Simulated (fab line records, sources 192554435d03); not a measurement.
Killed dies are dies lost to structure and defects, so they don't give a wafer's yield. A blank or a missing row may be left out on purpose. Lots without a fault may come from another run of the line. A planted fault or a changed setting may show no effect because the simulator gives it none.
fab line records | flow n5_finfet
record lots=10 wafers=29 last_day=18
route steps=1938 shown BEOL_M1@828 BEOL_M2@841 BEOL_M4@1111 PASSIVATION@1936
lots that met no fault: from a run of the same line without faults
start_h: hours from the record's first day to the start of the lot's first wafer shown | wait_h: hours since the lot's step before | " the same as in the row above | L1.1+2: a row that stands for several wafers | - no value, or no start given | * or withheld: withheld | < > ~ a bound
route shown NAME@n: a module of which the file shows steps, and the number in the route of the first | usual: mean/standard deviation of fault-free wafers | same: alike in all rows | chamber/n: place in a boat | sites: the reading at each site | _std_site: their standard deviation | _edge_site: outer sites' mean less inner sites' | radius_mm: how far each site lies from the wafer's centre | mask NAME#n: copy n | behind: the tool/chamber that last shaped the wafer | hold: why the lot was held/for how many hours/how that ended | device: the transistor (n, p or np) that didn't switch | end of line: the same wafers' tests at the end of the route | a step without rows: its recipe alone | killed: dies lost to structure and defects at the first sort, not the wafer's yield | map: a wafer's dies, x killed, . not, _ none there
set.NAME: the setting as run; set.NAME@STEP: as run at that earlier step | model.NAME: the simulator's own value behind a step, which no gauge read
steps of the route over a sample of lots; a table a step, a row a wafer
services: from which hour (start_h, from the record's first day; less than 0 if before it) a tool's chamber was out of use, for how many hours, and why
## steps
# step N5_BEOL_M1_SPUTTER_94
# recipe material=Cu target_thk_a=45 temp_c=-20 chamber_pressure_pa=0.07 power_w=withheld time_s=8.29
# usual throttle_valve_pct=30.5/1.4
# columns lot.wafer tool chamber start_h wait_h throttle_valve_pct
L504.4 pvd_sputter-03 - 133.11 0.1 32.8
L504.5 " - " " 30.7
L504.6 " - " " 28.8
L505.1 pvd_sputter-02 - 137.11 0.1 29.4
L505.2 " - " " 30.4
L505.4 " - " " 31.1
L511.1 pvd_sputter-03 - 177.61 0.1 30.6
L511.3 " - " " 32.9
L511.4 " - " " 29.1
L514.3 pvd_sputter-02 - 203.68 0.1 30.6
L514.5 " - " " 29.1
L514.6 " - " " 31.3
L518.4 pvd_sputter-01 - 229.72 0.1 33.2
L518.6 " - " " 31.4
L519.1 pvd_sputter-03 - 230.14 0.1 30.6
L519.4 " - " " 28.9
L519.6 " - " " 30.5
L520.2 pvd_sputter-02 - 234.49 0.1 30.7
L520.3 " - " " 28.0
L520.4 " - " " 31.0
L523.2 pvd_sputter-01 - 245.20 0.1 31.6
L523.4 " - " " 30.9
L523.5 " - " " 30.7
L524.2 pvd_sputter-02 - 253.97 0.1 28.0
L524.4 " - " " 30.5
L524.5 " - " " 27.9
L525.2 pvd_sputter-01 - 267.05 0.1 32.8
L525.3 " - " " 31.6
L525.6 " - " " 30.6
# step N5_BEOL_M1_CMP_52
# recipe stop_on=SiOC t_overpolish_s=6.8 down_force_psi=1 platen_rpm=50 clearing_platen_down_force_psi=1.5 clearing_platen_rpm=50 post_cmp_clean=cu_alkaline target_thk_nm=40 clearing_platen_pad_velocity_m_s=0.99484 pad_velocity_m_s=0.99484
# usual barrier_field_endpoint_s=24.6/0.52 head_pressure_psi=1.0002/0.0021 motor_current_A=5.9/0.57 overpolish_run_s=6.802/0.0093 time_to_endpoint_s=61.1/2.6
# columns lot.wafer tool chamber start_h wait_h barrier_field_endpoint_s head_pressure_psi motor_current_A overpolish_run_s time_to_endpoint_s
L504.4 cmp-03 3 133.94 0.2 25.0 1.0013 4.7 6.801 60.3
L504.5 " 0 " " 25.1 1.0039 6.8 6.811 59.8
L504.6 " 1 " " 24.2 1.0022 6.0 6.798 59.4
L505.4 cmp-03 0 137.82 0.1 25.0 1.0057 6.9 6.798 60.4
L505.2 " 2 " " 24.6 0.9988 5.9 6.799 57.2
L505.1 " 3 " " 24.3 0.9970 4.8 6.806 58.8
L511.1 cmp-04 3 179.01 0.9 24.5 0.9976 5.9 6.796 57.7
L511.3 " 0 " " 24.7 0.9996 5.8 6.797 63.5
L511.4 " 1 " " 24.7 0.9998 5.1 6.804 59.6
L514.3 cmp-01 0 204.51 0.3 23.8 0.9986 5.4 6.797 54.6
L514.6 " 1 " " 25.2 0.9987 5.4 6.808 59.3
L514.5 " 2 " " 25.2 1.0008 5.7 6.797 62.0
L518.4 cmp-04 1 230.51 0.2 25.0 1.0002 5.2 6.794 60.9
L518.6 " 0 " " 25.5 0.9980 5.4 6.806 62.3
L519.4 cmp-03 1 230.89 0.2 24.1 1.0009 6.3 6.813 61.9
L519.1 " 3 " " 23.7 0.9989 5.0 6.789 61.6
L519.6 " 1 " " 24.1 0.9986 6.4 6.814 60.5
L520.4 cmp-01 2 235.22 0.1 25.2 1.0003 6.1 6.807 65.5
L520.2 " 3 " " 24.8 0.9989 6.8 6.804 63.8
L520.3 " 1 " " 24.1 1.0008 5.2 6.800 66.2
L523.2 cmp-03 1 246.31 0.2 24.2 0.9993 6.4 6.804 58.7
L523.4 " 2 " " 24.9 0.9995 5.6 6.814 60.1
L523.5 " 1 " " 24.5 1.0007 6.6 6.778 59.4
L524.2 cmp-04 3 254.78 0.2 25.6 1.0030 5.5 6.812 65.9
L524.4 " 2 " " 25.0 0.9987 6.1 6.810 63.3
L524.5 " 0 " " 25.5 0.9997 5.6 6.811 63.9
L525.3 cmp-01 3 267.94 0.2 24.3 0.9993 7.0 6.794 59.3
L525.2 " 2 " " 24.5 1.0022 5.7 6.804 62.2
L525.6 " 3 " " 25.1 1.0044 7.1 6.806 65.4
# step N5_BEOL_M2_ILD_DEP_00
# recipe material=SiOC target_thk_a=790 temp_c=350 precursor=DEMS/O2 pressure_torr=5 rf_w=500 time_s=15.3
# usual heater_power_w=465/82 showerhead_plenum_p_Torr=5.689/0.013 throttle_valve_pct=11.5/0.56
# columns lot.wafer tool chamber start_h wait_h heater_power_w showerhead_plenum_p_Torr throttle_valve_pct
L504.4 pecvd-03 0 134.51 0.1 309 5.679 11.3
L504.5 " 1 " " 496 5.689 11.5
L504.6 " 2 " " 451 5.665 11.5
L505.1 pecvd-01 0 138.44 0.0 607 5.691 11.5
L505.2 " 1 " " 431 5.698 12.5
L505.4 " 0 " " 596 5.701 11.6
L511.1 pecvd-04 2 179.74 0.0 599 5.672 10.8
L511.3 " 1 " " 481 5.693 12.2
L511.4 " 0 " " 478 5.680 11.7
L514.3 pecvd-03 0 205.27 0.1 335 5.684 11.4
L514.5 " 1 " " 492 5.705 11.5
L514.6 " 0 " " 332 5.680 11.6
L518.4 pecvd-03 1 231.07 0.1 492 5.688 11.7
L518.6 " 0 " " 314 5.684 11.6
L519.1 pecvd-03 0 231.47 0.0 312 5.686 11.8
L519.4 " 0 " " 297 5.690 11.5
L519.6 " 1 " " 505 5.703 11.6
L520.2 pecvd-03 1 235.84 0.0 499 5.712 11.9
L520.3 " 2 " " 506 5.654 10.3
L520.4 " 2 " " 506 5.682 10.5
L523.2 pecvd-01 1 246.93 0.0 389 5.691 12.3
L523.4 " 0 " " 571 5.690 11.3
L523.5 " 1 " " 399 5.684 11.8
L524.2 pecvd-04 1 255.43 0.0 448 5.695 12.2
L524.4 " 1 " " 451 5.698 12.1
L524.5 " 0 " " 488 5.703 11.6
L525.2 pecvd-04 1 268.57 0.0 474 5.693 12.1
L525.3 " 0 " " 468 5.695 11.4
L525.6 " 0 " " 477 5.694 11.4
# step N5_BEOL_M2_THK_MEAS_01
# recipe reads=SiOC_of_BEOL_M2_ILD_DEP_00
# usual M2_ILD_THK=78.9/0.91
# columns lot.wafer tool chamber start_h wait_h M2_ILD_THK[nm]
L504.4 film_metro-02 - 134.56 0.0 79.7
L504.5 " - " " 80.0
L504.6 " - " " 78.5
L505.1 film_metro-01 - 138.52 0.1 78.1
L505.2 " - " " 78.4
L505.4 " - " " 78.6
L511.1 film_metro-02 - 179.81 0.0 76.7
L511.3 " - " " 77.8
L511.4 " - " " 78.2
L514.3 film_metro-01 - 205.33 0.1 79.2
L514.5 " - " " 79.1
L514.6 " - " " 79.9
L518.4 film_metro-01 - 231.14 0.1 131.6
L518.6 " - " " 130.7
L519.1 film_metro-02 - 231.54 0.0 78.1
L519.4 " - " " 132.4
L519.6 " - " " 132.0
L520.2 film_metro-01 - 235.90 0.1 78.0
L520.3 " - " " 77.7
L520.4 " - " " 133.1
L523.2 film_metro-01 - 247.00 0.1 79.2
L523.4 " - " " 79.5
L523.5 " - " " 80.0
L524.2 film_metro-01 - 255.50 0.1 77.6
L524.4 " - " " 78.8
L524.5 " - " " 78.9
L525.2 film_metro-01 - 268.64 0.1 77.9
L525.3 " - " " 78.8
L525.6 " - " " 78.3
# step N5_BEOL_M2_HM_DEP_02
# recipe material=TiN target_thk_a=200 temp_c=25 chamber_pressure_pa=0.49996
# usual throttle_valve_pct=30.8/1.4
# columns lot.wafer tool chamber start_h wait_h throttle_valve_pct
L504.4 pvd_sputter-03 - 135.21 0.6 32.6
L504.5 " - " " 30.7
L504.6 " - " " 32.5
L505.1 pvd_sputter-03 - 139.05 0.5 30.8
L505.2 " - " " 32.6
L505.4 " - " " 30.7
L511.1 pvd_sputter-01 - 181.68 1.8 33.1
L511.3 " - " " 30.5
L511.4 " - " " 30.0
L514.3 pvd_sputter-03 - 207.12 1.7 30.7
L514.5 " - " " 30.7
L514.6 " - " " 29.1
L518.4 pvd_sputter-01 - 231.98 0.8 33.0
L518.6 " - " " 33.1
L519.1 pvd_sputter-01 - 232.08 0.5 31.5
L519.4 " - " " 33.1
L519.6 " - " " 29.8
L520.2 pvd_sputter-01 - 236.78 0.8 30.5
L520.3 " - " " 30.0
L520.4 " - " " 31.8
L523.2 pvd_sputter-03 - 247.65 0.6 28.8
L523.4 " - " " 30.5
L523.5 " - " " 30.6
L524.2 pvd_sputter-01 - 257.75 2.2 31.4
L524.4 " - " " 32.8
L524.5 " - " " 33.2
L525.2 pvd_sputter-02 - 270.92 2.2 30.9
L525.3 " - " " 30.6
L525.6 " - " " 29.5
# step N5_BEOL_M4_RC_MEAS_101
# usual DIBL_N=36.1/1.4 DIBL_P=36.3/1.4 IOFF_N=0.154/0.021 IOFF_P=0.21/0.032 ION_N=670/8.1 ION_P=461/7 SS_N=71.4/0.49 SS_P=73.3/0.5 VT_N=250.4/2.6 VT_P=-250/3.7
# columns lot.wafer tool chamber start_h wait_h DIBL_N[mV/V] DIBL_P[mV/V] IOFF_N[nA/um] IOFF_P[nA/um] ION_N[uA/um] ION_P[uA/um] SS_N[mV/dec] SS_P[mV/dec] VT_N[mV] VT_P[mV]
L504.4 prober-02 0 184.87 0.5 35.2 35.6 0.146 0.18 664 451 72.2 73.3 253.0 -256
L504.5 " 0 " " 36.5 37.4 0.168 0.20 671 454 72.1 74.0 251.3 -255
L504.6 " 0 " " 34.0 34.8 0.126 0.17 669 453 71.1 73.0 252.2 -253
L505.1 prober-02 0 201.28 0.0 38.2 36.8 0.170 0.20 676 451 71.7 73.0 246.3 -252
L505.2 " 0 " " 37.8 37.5 0.172 0.20 682 458 71.7 73.5 248.8 -254
L505.4 " 0 " " 36.8 36.2 0.154 0.18 681 465 70.8 73.3 248.1 -254
L511.1 prober-02 0 228.04 0.0 36.0 36.1 0.164 0.26 671 467 71.0 73.4 248.0 -244
L511.3 " 0 " " 36.1 36.0 0.164 0.26 669 468 71.2 74.3 248.1 -245
L511.4 " 0 " " 34.7 34.3 0.138 0.24 676 472 70.9 73.3 251.7 -248
L514.3 prober-01 0 255.33 0.3 37.1 35.0 0.145 0.19 661 449 70.9 72.9 252.3 -252
L514.5 " 0 " " 38.1 36.5 0.171 0.22 664 459 71.4 73.3 250.1 -250
L514.6 " 0 " " 36.8 35.5 0.142 0.19 663 458 71.2 72.8 250.8 -254
L519.1 prober-01 0 275.56 0.0 36.9 36.0 0.148 0.18 666 446 71.9 73.8 250.2 -253
L520.2 prober-01 0 303.73 0.2 35.6 36.2 0.154 0.19 669 456 72.6 73.0 251.8 -252
L520.3 " 0 " " 36.6 37.5 0.183 0.22 680 463 71.6 73.8 248.0 -251
L523.2 prober-01 0 311.47 0.2 35.0 36.6 0.127 0.17 657 458 71.6 72.9 255.0 -255
L523.4 " 0 " " 32.7 34.0 0.110 0.14 659 455 70.4 72.7 254.8 -254
L523.5 " 0 " " 33.5 34.5 0.115 0.15 650 451 71.0 72.9 254.3 -259
L525.2 prober-02 0 312.62 0.2 35.7 36.6 0.149 0.21 667 460 71.2 72.6 250.2 -249
L525.3 " 0 " " 35.4 36.2 0.144 0.20 667 463 71.3 72.9 253.2 -251
L525.6 " 0 " " 35.3 36.6 0.150 0.21 671 465 71.4 73.3 250.8 -248
L524.2 prober-02 0 328.64 0.2 37.8 38.2 0.167 0.22 665 453 71.4 73.6 249.4 -250
L524.4 " 0 " " 37.4 37.7 0.154 0.21 661 459 71.3 73.1 250.7 -251
L524.5 " 0 " " 38.6 39.7 0.186 0.24 679 463 71.7 73.4 250.4 -251
# step N5_PASSIVATION_PROBE_49
# usual defect_limited_yield=91.0/1.6 killed_at_M0_to_M3=35/11 killed_at_M4_up=14/5.1 killed_at_contacts=12/6.6 killed_at_front_end=41/12 killed_at_other=4/3 killed_dies=107/19 killed_on_rim=14/4.6 killed_open=70/15 killed_short=35/8.5 sort_bin_5_function=5.3/1 sort_bin_6_memory=3.4/0.73 sort_n_pass=1073/19 sort_yield_pct=91.0/1.6
# same gross_dies=1180 killed_at_back_side=0 sort_bin_4_leakage[%]=0 sort_bin_8_speed[%]=0
# columns lot.wafer tool chamber start_h wait_h defect_limited_yield[%] killed_at_M0_to_M3 killed_at_M4_up killed_at_contacts killed_at_front_end killed_at_other killed_dies killed_on_rim killed_open killed_short sort_bin_5_function[%] sort_bin_6_memory[%] sort_n_pass sort_yield_pct[%]
L514.3 prober-01 - 361.43 0.1 91.0 26 22 5 48 5 106 8 73 32 5.3 3.5 1074 91.0
L514.5 prober-01 - 361.53 0.2 89.9 31 14 24 44 6 119 12 92 26 5.8 4.1 1061 89.9
L514.6 prober-01 - 361.58 0.3 88.7 32 14 4 75 8 133 20 98 35 7.9 3.2 1047 88.7
L518.4 prober-02 - 380.25 0.2 0 1124 14 5 35 2 1180 152 53 22 97.6 2.2 0 0
L518.6 prober-02 - 380.35 0.3 0 1123 13 8 33 3 1180 152 63 26 96.7 3.1 0 0
L519.1 prober-01 - 383.79 0.0 88.9 24 12 19 69 7 131 14 81 42 6.3 4.2 1049 88.9
L519.4 prober-01 - 383.94 0.2 0 1098 22 15 41 4 1180 152 62 41 96.4 3.2 0 0
L519.6 prober-01 - 384.04 0.3 0 1094 14 16 52 4 1180 152 67 42 96.2 3.6 0 0
L520.2 prober-01 - 413.85 0.1 92.2 43 13 5 28 3 92 17 62 29 4.7 2.9 1088 92.2
L520.3 prober-01 - 413.90 0.1 90.9 31 11 17 44 4 107 12 69 37 5.3 3.3 1073 90.9
L520.4 prober-01 - 413.95 0.2 0 1136 11 9 22 2 1180 152 47 33 97.5 2.4 0 0
L523.2 prober-02 - 415.84 0.1 93.4 34 8 13 18 5 78 6 48 29 3.8 2.5 1102 93.4
L523.4 prober-02 - 415.94 0.2 92.3 38 10 7 34 2 91 11 58 31 4.1 3.2 1089 92.3
L523.5 prober-02 - 415.99 0.2 91.4 23 17 14 42 5 101 8 47 53 4.8 3.1 1079 91.4
L524.2 prober-01 - 440.45 0.1 88.6 41 12 36 44 1 134 12 82 50 6.6 4.3 1046 88.6
L524.4 prober-01 - 440.55 0.2 88.3 70 11 11 42 4 138 11 87 50 6.1 5.3 1042 88.3
L524.5 prober-01 - 440.60 0.2 87.5 42 11 17 70 7 147 28 90 54 6.8 4.9 1033 87.5
# killed by level:class
L514.3 FIN_SAQP:geometric_particle:open=15 STI_FIN_REVEAL:geometric_particle:open=12 BEOL_M2:geometric_particle:open=7 BEOL_M0_SAQP:geometric_particle:short=6 BEOL_M4:geometric_particle:open=6 BEOL_M3:geometric_particle:open=6 FIN_SAQP:geometric_particle:short=5 MOL_CONTACT_COAG:geometric_particle:short=4
L514.5 MOL_CONTACT_COAG:geometric_particle:open=22 STI_FIN_REVEAL:geometric_particle:open=14 FIN_SAQP:geometric_particle:open=9 FIN_SAQP:geometric_particle:short=8 BEOL_M3:geometric_particle:open=7 BEOL_M2:geometric_particle:open=6 DUMMY_GATE:geometric_particle:open=5 BEOL_M1:geometric_particle:open=5
L514.6 STI_FIN_REVEAL:geometric_particle:open=36 DUMMY_GATE:geometric_particle:open=11 FIN_SAQP:geometric_particle:open=8 BEOL_M2:geometric_particle:open=7 FIN_SAQP:geometric_particle:short=5 BEOL_M0_SAQP:geometric_particle:short=5 BEOL_M1:geometric_particle:open=5 STI_FIN_REVEAL:geometric_particle:short=4
L518.4 BEOL_M2:area_dep=1104 FIN_SAQP:geometric_particle:open=13 BEOL_M4:geometric_particle:open=6 FIN_SAQP:geometric_particle:short=5 MOL_CONTACT_COAG:geometric_particle:open=5 BEOL_M1:geometric_particle:open=5 ILD0:geometric_particle:short=4 BEOL_M0_SAQP:geometric_particle:open=4
L518.6 BEOL_M2:area_dep=1090 BEOL_M0_SAQP:geometric_particle:open=13 BEOL_M4:geometric_particle:open=8 FIN_SAQP:geometric_particle:open=7 MOL_CONTACT_COAG:geometric_particle:open=7 STARTING-WAFER:geometric_particle:short=6 FIN_SAQP:geometric_particle:short=5 STI_FIN_REVEAL:geometric_particle:open=5
L519.1 STI_FIN_REVEAL:geometric_particle:open=18 FIN_SAQP:geometric_particle:short=13 MOL_CONTACT_COAG:geometric_particle:open=13 BEOL_M1:geometric_particle:open=10 BEOL_M4:geometric_particle:open=8 DUMMY_GATE:geometric_particle:open=7 MOL_CONTACT_COAG:geometric_particle:short=6 GATE_CUT:geometric_particle:short=5
L519.4 BEOL_M2:area_dep=1076 BEOL_M4:geometric_particle:open=14 MOL_CONTACT_COAG:geometric_particle:open=12 BEOL_M1:geometric_particle:open=11 STI_FIN_REVEAL:geometric_particle:open=10 FIN_SAQP:geometric_particle:short=9 GATE_CUT:geometric_particle:short=7 BEOL_M3:geometric_particle:short=4
L519.6 BEOL_M2:area_dep=1069 MOL_CONTACT_COAG:geometric_particle:open=13 STI_FIN_REVEAL:geometric_particle:open=11 FIN_SAQP:geometric_particle:short=9 BEOL_M1:geometric_particle:open=7 FIN_SAQP:geometric_particle:open=6 GATE_CUT:geometric_particle:short=5 STI_FIN_REVEAL:geometric_particle:short=5
L520.2 BEOL_M1:geometric_particle:open=10 BEOL_M0_SAQP:geometric_particle:open=8 BEOL_M0:geometric_particle:short=7 MOL_CONTACT_COAG:geometric_particle:open=5 FIN_SAQP:geometric_particle:short=4 STI_FIN_REVEAL:geometric_particle:open=4 DUMMY_GATE:geometric_particle:open=4 BEOL_M2:geometric_particle:open=4
L520.3 MOL_CONTACT_COAG:geometric_particle:open=14 BEOL_M0_SAQP:geometric_particle:short=10 BEOL_M2:geometric_particle:open=10 FIN_SAQP:geometric_particle:open=9 FIN_SAQP:geometric_particle:short=8 STI_FIN_REVEAL:geometric_particle:open=7 DUMMY_GATE:geometric_particle:open=6 GATE_CUT:geometric_particle:short=5
L520.4 BEOL_M2:area_dep=1100 BEOL_M0_SAQP:geometric_particle:open=9 FIN_SAQP:geometric_particle:short=8 BEOL_M0_SAQP:geometric_particle:short=8 MOL_CONTACT_COAG:geometric_particle:open=7 BEOL_M4:geometric_particle:open=7 BEOL_M2:geometric_particle:open=6 BEOL_M3:geometric_particle:open=6
L523.2 BEOL_M3:geometric_particle:open=12 MOL_CONTACT_COAG:geometric_particle:open=11 BEOL_M0_SAQP:geometric_particle:short=7 BEOL_M0_SAQP:geometric_particle:open=4 BEOL_M2:geometric_particle:open=4 BEOL_M4:geometric_particle:short=4 PASS1_CAP:geometric_particle:open=4 BEOL_M2:geometric_particle:short=3
L523.4 BEOL_M0_SAQP:geometric_particle:open=9 BEOL_M3:geometric_particle:open=9 FIN_SAQP:geometric_particle:short=8 BEOL_M0_SAQP:geometric_particle:short=8 MOL_CONTACT_COAG:geometric_particle:open=7 FIN_SAQP:geometric_particle:open=6 BEOL_M2:geometric_particle:open=5 BEOL_M4:geometric_particle:open=4
L523.5 BEOL_M0_SAQP:geometric_particle:short=12 MOL_CONTACT_COAG:geometric_particle:open=9 FIN_SAQP:geometric_particle:short=8 GATE_CUT:geometric_particle:short=7 BEOL_M0_SAQP:geometric_particle:open=6 MOL_CONTACT_COAG:geometric_particle:short=5 BEOL_M4:geometric_particle:short=5 GATE_CUT:geometric_particle:open=4
L524.2 MOL_CONTACT_COAG:geometric_particle:open=27 FIN_SAQP:geometric_particle:short=16 FIN_SAQP:geometric_particle:open=12 BEOL_M0_SAQP:geometric_particle:short=11 BEOL_M0_SAQP:geometric_particle:open=10 MOL_CONTACT_COAG:geometric_particle:short=9 BEOL_M2:geometric_particle:open=6 BEOL_M3:geometric_particle:open=6
L524.4 FIN_SAQP:geometric_particle:open=20 BEOL_M0_SAQP:geometric_particle:short=17 BEOL_M3:geometric_particle:open=13 BEOL_M0_SAQP:geometric_particle:open=12 BEOL_M2:geometric_particle:open=12 FIN_SAQP:geometric_particle:short=11 MOL_CONTACT_COAG:geometric_particle:open=9 BEOL_M4:geometric_particle:open=9
L524.5 FIN_SAQP:geometric_particle:short=20 FIN_SAQP:geometric_particle:open=17 BEOL_M2:geometric_particle:open=15 MOL_CONTACT_COAG:geometric_particle:open=15 BEOL_M0_SAQP:geometric_particle:open=9 DUMMY_GATE:geometric_particle:open=6 GATE_CUT:geometric_particle:short=6 BEOL_M0_SAQP:geometric_particle:short=6
## services
# columns tool chamber start_h hours kind
pecvd-04 1 117.94 4.9 repair
pecvd-03 - 118.25 1.2 repair
cmp-04 - 118.96 4.0 pm
cmp-03 - 122.67 2.9 repair
cmp-04 - 139.55 0.9 repair
cmp-03 - 141.65 3.6 pm
pecvd-03 2 151.25 2.4 repair
cmp-01 - 153.64 1.2 repair
cmp-03 - 155.41 3.2 repair
cmp-03 - 174.66 0.8 repair
cmp-01 - 196.21 7.7 pm
cmp-03 - 204.53 0.5 repair
pecvd-04 - 205.06 2.8 pm
cmp-03 - 212.65 2.6 repair
pecvd-01 - 231.21 0.4 repair
cmp-03 - 234.29 4.4 repair
pecvd-03 - 236.11 1.5 repair
cmp-04 - 236.15 6.9 repair
pecvd-03 - 240.73 2.1 repair
cmp-01 - 249.10 0.4 repair
cmp-01 - 251.39 2.2 repair
pecvd-04 - 251.81 1.5 repair
cmp-03 - 253.11 4.0 pm
cmp-01 - 263.06 4.0 pm
## key
first_sign step=N5_BEOL_M2_THK_MEAS_01 reading=M2_ILD_THK direction=up sigmas=58 usual=78.9 struck=132.0
effect step=N5_PASSIVATION_PROBE_49 reading=killed_at_M0_to_M3 direction=up sigmas=96 usual=35 struck=1115
more_kills_born_at N5_BEOL_M2_ILD_DEP_00@pecvd-03=5439
met_at N5_BEOL_M2_ILD_DEP_00
struck_lots L518,L519,L520
struck_wafers L518.4,L518.6,L519.4,L519.6,L520.4
later_rows_left_out L518.4,L518.6,L519.4,L519.6,L520.4
not_acting_at N5_BEOL_M1_SPUTTER_94,N5_BEOL_M1_CMP_52,N5_BEOL_M2_HM_DEP_02
onset_between 205.27 231.07
fault kind=process_parameter_drift tool=pecvd-03 chamber=- onset_h=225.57 steps=N5_BEOL_M2_ILD_DEP_00 channel=target_thk_a offset=* shape=step end_h=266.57 scope=struck_wafers_only acts_in=* stated=*
# later_rows_left_out: the simulator's readings of these wafers behind a module that went badly wrong aren't trusted and aren't shown, but for the sort
